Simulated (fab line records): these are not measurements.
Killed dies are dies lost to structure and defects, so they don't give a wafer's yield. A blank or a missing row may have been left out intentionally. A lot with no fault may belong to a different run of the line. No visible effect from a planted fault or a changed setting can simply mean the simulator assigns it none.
Which tool did it?    flow n5-finfet    72 wafers from 24 lots sampled at 4 of the route's 1938 steps

WHAT THE GAUGES SHOWED, per wafer
N5_BEOL_M9_OVL_MEAS_12.
lot   measured      on          M9_OVL (nm)
L074  day 9 21:27   overlay-01  0.4 1.0 0.9
L077  day 10 14:18  overlay-01  0.6 1.4 0.0
L075  day 10 19:08  overlay-01  -0.2 1.4 -0.2
L079  day 11 01:27  overlay-02  0.2 -0.9 -0.6
L078  day 11 01:40  overlay-01  -0.5 0.6 0.0
L076  day 11 01:52  overlay-02  -0.9 0.3 -0.8
L081  day 12 10:03  overlay-01  -0.8 0.1 -0.9
L082  day 12 10:13  overlay-02  -1.1 -0.9 -0.7
L083  day 12 14:17  overlay-01  0.6 0.4 0.9
L080  day 12 14:52  overlay-02  -0.2 -0.6 -0.2
L084  day 12 17:53  overlay-02  0.2 -0.7 0.3
L085  day 12 20:41  overlay-02  -0.5 -0.5 1.0
L086  day 13 10:17  overlay-02  0.0 -0.3 -0.5
L090  day 13 22:11  overlay-02  -0.6 -0.4 -0.6
L087  day 14 13:49  overlay-01  0.5 0.9 0.5
L088  day 14 14:11  overlay-02  -0.4 -1.6 -0.6
L089  day 14 20:02  overlay-01  -1.3 -0.9 -0.1
L091  day 14 20:48  overlay-01  1.4 0.8 0.7
L092  day 15 21:35  overlay-02  -1.2 -1.0 -1.1
L094  day 16 10:13  overlay-01  -0.1 0.0 -0.2
L097  day 16 16:31  overlay-02  0.9 0.2 0.9
L093  day 16 17:05  overlay-01  -1.8 -2.2 -0.4
L096  day 16 22:32  overlay-02  -1.2 0.8 0.6
L095  day 17 02:31  overlay-02  -0.6 -2.0 -0.6

N5_BEOL_M9_OVL_MEAS_29.
lot   measured      on          V8_OVL (nm)
L074  day 9 23:00   overlay-01  -0.4 -1.0 -0.5
L077  day 10 15:22  overlay-02  -0.5 0.1 -0.1
L075  day 10 20:25  overlay-02  0.6 -0.9 -0.4
L079  day 11 07:18  overlay-02  -0.4 -0.6 -1.4
L078  day 11 07:29  overlay-02  -0.4 0.5 -0.5
L076  day 11 07:31  overlay-01  -0.8 1.3 -0.3
L081  day 12 11:52  overlay-01  -0.1 -0.4 0.9
L082  day 12 11:41  overlay-02  -0.6 -0.8 -0.7
L083  day 12 17:25  overlay-01  0.5 0.7 -0.3
L080  day 12 17:35  overlay-01  0.6 -0.1 0.5
L084  day 12 19:14  overlay-02  0.3 -0.2 0.3
L085  day 12 23:25  overlay-01  -0.2 1.0 0.1
L086  day 13 15:37  overlay-02  0.0 0.1 1.0
L090  day 14 00:19  overlay-01  -0.3 -1.1 -0.3
L087  day 14 15:41  overlay-02  -0.2 0.3 0.2
L088  day 14 15:31  overlay-01  0.6 0.9 -0.1
L089  day 14 21:05  overlay-02  -1.0 -0.6 0.2
L091  day 14 21:55  overlay-01  0.1 -0.8 0.6
L092  day 15 23:55  overlay-02  -0.7 -0.5 -0.4
L094  day 16 12:57  overlay-01  -0.4 -0.1 -0.5
L097  day 16 19:04  overlay-01  -0.2 0.5 -0.2
L093  day 16 19:16  overlay-01  0.6 -0.7 0.0
L096  day 17 00:56  overlay-01  -0.5 0.3 0.0
L095  day 17 04:48  overlay-01  0.2 -0.3 -0.5

EACH LOT AND THE TOOL THAT RAN IT (in order: tool; ch and the chambers of the sampled wafers; start)
lot   N5_BEOL_M8_ALD_77                    N5_BEOL_M9_HM_DEP_02
L074  ald-metal-01 ch 0,1,3, day 9 17:49   pvd-sputter-02, day 9 21:02
L077  ald-metal-03 ch 0,1,3, day 10 09:17  pvd-sputter-03, day 10 13:54
L075  ald-metal-01 ch 0,1, day 10 13:54    pvd-sputter-03, day 10 18:36
L079  ald-metal-01 ch 0,1,3, day 10 19:23  pvd-sputter-03, day 11 01:02
L078  ald-metal-03 ch 0,1, day 10 19:53    pvd-sputter-03, day 11 01:08
L076  ald-metal-01 ch 0,1,3, day 10 20:01  pvd-sputter-03, day 11 01:20
L081  ald-metal-03 ch 1,2,3, day 12 06:43  pvd-sputter-02, day 12 09:31
L082  ald-metal-01 ch 0,2,3, day 12 06:44  pvd-sputter-02, day 12 09:37
L083  ald-metal-04 ch 0,1,2, day 12 11:20  pvd-sputter-02, day 12 13:46
L080  ald-metal-01 ch 0,2,3, day 12 11:33  pvd-sputter-02, day 12 14:20
L084  ald-metal-03 ch 0,1,2, day 12 13:20  pvd-sputter-02, day 12 17:21
L085  ald-metal-04 ch 0,1, day 12 17:52    pvd-sputter-02, day 12 20:17
L086  ald-metal-01 ch 0,1,3, day 13 04:19  pvd-sputter-01, day 13 09:53
L090  ald-metal-01 ch 0,2,3, day 13 17:31  pvd-sputter-01, day 13 21:40
L087  ald-metal-04 ch 0,1,2, day 14 07:50  pvd-sputter-01, day 14 13:17
L088  ald-metal-03 ch 0,2, day 14 10:28    pvd-sputter-02, day 14 13:39
L089  ald-metal-04 ch 2,3, day 14 14:25    pvd-sputter-02, day 14 19:38
L091  ald-metal-04 ch 0,1,3, day 14 17:07  pvd-sputter-03, day 14 20:16
L092  ald-metal-03 ch 0,1,3, day 15 15:03  pvd-sputter-01, day 15 21:04
L094  ald-metal-04 ch 1,2,3, day 16 05:53  pvd-sputter-03, day 16 09:48
L097  ald-metal-01 ch 1,3, day 16 12:55    pvd-sputter-01, day 16 16:06
L093  ald-metal-04 ch 1,2,3, day 16 13:14  pvd-sputter-01, day 16 16:34
L096  ald-metal-04 ch 0,1,3, day 16 17:37  pvd-sputter-02, day 16 22:01
L095  ald-metal-03 ch 1,2, day 16 22:29    pvd-sputter-01, day 17 01:59
- N5_BEOL_M8_ALD_77: deposits TaN, target thk 2 nm, pulse time 2 s, purge time 3 s.
- N5_BEOL_M9_HM_DEP_02: deposits TiN, target thk 20 nm.

AS READ BY THE TOOLS THEMSELVES (means over the sampled wafers that have a number; for cases with no such wafer, the mark the record gives instead)
N5_BEOL_M8_ALD_77.
lot   tool          heater-power-w (W)  mfc-carrier-sccm (sccm)  precursor-vessel-carrier-sccm (sccm)
L074  ald-metal-01  417                 1499                     999.6
L077  ald-metal-03  413                 1499                     1002.1
L075  ald-metal-01  449                 1500                     999.3
L079  ald-metal-01  416                 1498                     1001.0
L078  ald-metal-03  400                 1504                     998.3
L076  ald-metal-01  409                 1503                     999.1
L081  ald-metal-03  437                 1501                     1001.2
L082  ald-metal-01  415                 1495                     1000.4
L083  ald-metal-04  395                 1496                     1002.0
L080  ald-metal-01  415                 1499                     999.2
L084  ald-metal-03  411                 1503                     1002.2
L085  ald-metal-04  361                 1500                     1002.4
L086  ald-metal-01  413                 1501                     996.3
L090  ald-metal-01  420                 1499                     1001.9
L087  ald-metal-04  394                 1499                     1001.4
L088  ald-metal-03  386                 1500                     1001.8
L089  ald-metal-04  382                 1497                     997.7
L091  ald-metal-04  369                 1502                     1000.6
L092  ald-metal-03  414                 1500                     1000.4
L094  ald-metal-04  363                 1503                     999.7
L097  ald-metal-01  378                 1504                     1000.4
L093  ald-metal-04  360                 1499                     1002.2
L096  ald-metal-04  351                 1498                     996.9
L095  ald-metal-03  433                 1495                     1001.1

N5_BEOL_M9_HM_DEP_02.
lot   tool            chamber-pressure-pa (Pa)  throttle-valve-pct (%)
L074  pvd-sputter-02  0.4992                    28.6
L077  pvd-sputter-03  0.4992                    29.7
L075  pvd-sputter-03  0.5001                    29.4
L079  pvd-sputter-03  0.5002                    29.6
L078  pvd-sputter-03  0.5006                    29.1
L076  pvd-sputter-03  0.5012                    29.7
L081  pvd-sputter-02  0.5005                    28.6
L082  pvd-sputter-02  0.4997                    29.1
L083  pvd-sputter-02  0.4993                    29.2
L080  pvd-sputter-02  0.5008                    29.2
L084  pvd-sputter-02  0.4999                    28.5
L085  pvd-sputter-02  0.4986                    29.9
L086  pvd-sputter-01  0.5002                    29.0
L090  pvd-sputter-01  0.4989                    29.2
L087  pvd-sputter-01  0.5005                    29.6
L088  pvd-sputter-02  0.4997                    28.7
L089  pvd-sputter-02  0.5001                    28.6
L091  pvd-sputter-03  0.5000                    29.3
L092  pvd-sputter-01  0.5000                    29.2
L094  pvd-sputter-03  0.5007                    29.7
L097  pvd-sputter-01  0.5003                    29.3
L093  pvd-sputter-01  0.5013                    29.5
L096  pvd-sputter-02  0.5008                    27.8
L095  pvd-sputter-01  0.4994                    29.0

THE ANSWER, worked out from the rows above alone
Rule: the usual values come from the lots themselves. The widest of any qualifying gaps counts: lots, ordered by their means at a reading, are off when they make up no more than a third of the lots, leave a main group of 4 or more, and stand apart from it by 3 or more times the standard deviation of that group's means. Not used: any main group whose means are identical at the precision the tables above print for the reading. A lot without any number at a reading at which 4 lots or more have one is off too. The other lots that the step has rows for count as sound. After the gauges, taken in route order, come the tools' own readings; for these a lot's mean is taken, as printed above. The first step at which some lot is off is used, and at that step the reading that is off furthest; a lot without a number counts as furthest.
Nothing can be told from this: no lot is off at any reading shown.

WHAT THE SIMULATOR PUT IN
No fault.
